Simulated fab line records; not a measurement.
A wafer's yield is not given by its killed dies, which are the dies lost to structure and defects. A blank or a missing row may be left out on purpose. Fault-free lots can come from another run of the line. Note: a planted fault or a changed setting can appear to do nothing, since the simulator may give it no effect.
Matching of chambers ; flow nandHarc ; pecvd-03 running NHARC_A_STAIRCASE_DEP_301: 3 sister chambers
The step deposits SiON, target thk 30 nm. 6 wafers are shown with their chamber, then 9 later ones without.

== WAFERS WITH THEIR CHAMBER ==
wafer;chamber;heaterPowerW (W)
L080.6;0;666
L083.4;1;700
L083.5;2;752
L085.1;2;762
L085.5;0;664
L085.6;1;727

== WAFERS WITHOUT THEIR CHAMBER ==
wafer;heaterPowerW (W)
L090.1;636
L090.4;698
L090.6;694
L091.1;662
L091.3;758
L091.6;772
L095.2;683
L095.3;728
L095.5;679

== WHICH CHAMBER EACH ONE RAN IN ==
wafer;from the rows above;in truth
L090.1;0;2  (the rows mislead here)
L090.4;can't be placed: 1 or 0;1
L090.6;can't be placed: 1 or 0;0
L091.1;0;0
L091.3;2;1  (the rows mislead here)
L091.6;2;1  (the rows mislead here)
L095.2;can't be placed: 0 or 1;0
L095.3;can't be placed: 1 or 2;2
L095.5;can't be placed: 0 or 1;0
Correct placement for 1 of the 9. Can't be placed from these rows: 5 (the true chamber is among the candidates in 5). Wrongly placed: 3.
How it was worked out, from the rows above alone: a wafer's distance from a chamber is the root of the sum, over the readings, of the square of ((its reading less the chamber's mean) divided by the reading's scatter). The wafer belongs to the nearest chamber; if the next one is less than 2 further off, it can't be placed. The mean given for a chamber averages the wafers shown for that chamber. How the scatter is found: for the shown wafers, subtract from each reading the mean of its chamber, square and add these, divide the total by (wafers less chambers), then take the root.
